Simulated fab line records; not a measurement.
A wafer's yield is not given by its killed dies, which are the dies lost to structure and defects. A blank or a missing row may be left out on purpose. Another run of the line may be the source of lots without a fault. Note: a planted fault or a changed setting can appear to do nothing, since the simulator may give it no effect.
Struck lot and sound lot, side by side | flow n5 finfet | 28 out of 1938 route steps
Sound: these wafers, L569.1, L569.4, L569.6. Struck: wafer L580.4 (L580.2, L580.5, from the same lot, were not struck and are left out); the cause is given at the end.
For every step that has rows: the tool of each side, followed by ch and its chambers, followed by its first start. Under that, the readings that differ: sound wafers | struck wafers | difference of the means | sigmas: that difference in standard deviations of wafers without a fault.
alike: a reading whose means differ by less than 2 such deviations, as well as words and numbers matching on both sides. not compared: withheld readings; readings where some wafer has no value; bounds like >300 that might hide an equal value; numbers whose values overlap and for which the record gives no deviation.
A row with sigmas, a row that says differs or no value, or rows on one side alone: a step with any of these is where the two part. When numbers do not overlap yet have no deviation, they are printed without sigmas and do not part them. A reading that every wafer of one side lacks parts them only if that side has two wafers or more.

first, 9 steps without rows for these wafers: N5_BEOL_M15_COAT_22 (resist thk 800 nm); N5_BEOL_M15_EBR_24; N5_BEOL_M15_SOFTBAKE_23 (time 60 s); N5_BEOL_M15_EXPOSE_25 (exposes mask M15, target cd 400 nm); N5_BEOL_M15_PEB_26 (peb time 90 s); N5_BEOL_M15_DEVELOP_27 (develop time 45 s); N5_BEOL_M15_HARDBAKE_32 (time 120 s); N5_BEOL_M15_DESCUM_33 (chemistry O2, time 7.9 s); N5_BEOL_M15_ETCH_61 (etches BARC in N2/H2, target depth 89 nm, overetch 26.7 nm, time 67.9 s).
N5_BEOL_M15_TRENCH_ETCH_34: etches SiO2 in C4F8/O2/Ar, target depth 872.93 nm, time 199 s.
  sound on rie diel-01 ch 2,3, day 14 12:35; struck on rie diel-01 ch 3, day 17 14:50
  reading                  | sound             | struck | difference | sigmas
  C4F8_flow_sccm (sccm)    | 16.12 16.06 16.01 | 15.96  | -0.10      | -2
  bias w (W)               | 2046 2045 2039    | 1786   | -257       | -38
  rf vpp V (V)             | 2245 2233 2244    | 2050   | -191       | -5
  model.etch.depth nm (nm) | 871 892.3 867.3   | 834.2  | -42.7      |
  alike: chamber pressure mTorr, drypump motor current A, he inner torr, oes product au, rf fwd power W, showerhead plenum p Torr, throttle valve pct
  not compared: rf hours counter h
then, 13 steps without rows for these wafers: N5_BEOL_M15_STRIP_36 (strips in O2); N5_BEOL_M15_STRIP_62 (strips in O2); N5_BEOL_M15_STRIP_37 (strips in O2); N5_BEOL_M15_ETCH_38 (etches SiCN in CF4/N2, target depth 106.4 nm, time 120.5 s); N5_BEOL_M15_PRECLEAN_39 (cleans in residue remover, time 60 s); N5_BEOL_M15_SRD_40 (time 30 s, dry time 30 s); N5_BEOL_M15_DEGAS_41 (time 60 s); N5_BEOL_M15_PRE_CLEAN_42 (time 30 s); N5_BEOL_M15_SPUTTER_43 (material TaN, target thk 15 nm, time 24.19 s); N5_BEOL_M15_SPUTTER_44 (material Ta, target thk 15 nm, time 24.19 s); N5_BEOL_M15_SPUTTER_45 (material Cu, target thk 100 nm, time 16.67 s); N5_BEOL_M15_ECD_47 (material Cu, target thk 1860 nm); N5_BEOL_M15_ANNEAL_48 (time 90 s).
N5_BEOL_M15_CMP_49: polishes, stops on SiO2, t overpolish 4.9 s, target thk 850 nm.
  sound on cmp-04 ch 1,2,3, day 14 16:06; struck on cmp-04 ch 0, day 17 20:01
  reading                                 | sound             | struck | difference | sigmas
  model.Cu_of_BEOL_M15_ECD_47.thk nm (nm) | 845.8 868.6 842.4 | 808.2  | -44.1      |
  alike: barrier field endpoint s, edge zone pressure frac, motor current A, overpolish run s
then, 2 steps without rows for these wafers: N5_BEOL_M15_PRE_CLEAN_52 (time 15 s); N5_BEOL_M15_DEP_53 (deposits SiCN from 3MS/NH3, target thk 50 nm, time 17.8 s).
N5_BEOL_M15_RS_MEAS_54: measures by four-point-probe.
  struck on film metro-01, day 17 20:22; sound on film metro-02, day 14 16:32
  reading         | sound                | struck | difference | sigmas
  M15_RS (ohm/sq) | 0.0217 0.0211 0.0217 | 0.0227 | +0.0012    | +3
N5_PASSIVATION_PROBE_49:
  struck on prober-02, day 18 08:59; sound on prober-01, day 15 06:34
  reading     | sound    | struck | difference | sigmas
  killed open | 82 62 77 | 45     | -29        | -2
  alike: defect limited yield, killed_at_M0_to_M3, killed_at_M4_up, killed at contacts, killed at front end, killed at other, killed dies, killed short, sort_bin_5_function, sort_bin_6_memory, sort n pass, sort yield pct

WHERE THEY PART
At N5_BEOL_M15_TRENCH_ETCH_34 first; at N5_PASSIVATION_PROBE_49 last (within this record only).

WHY: the cause the simulator had injected
rie diel-01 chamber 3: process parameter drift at N5_BEOL_M15_TRENCH_ETCH_34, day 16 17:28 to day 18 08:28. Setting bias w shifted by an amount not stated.
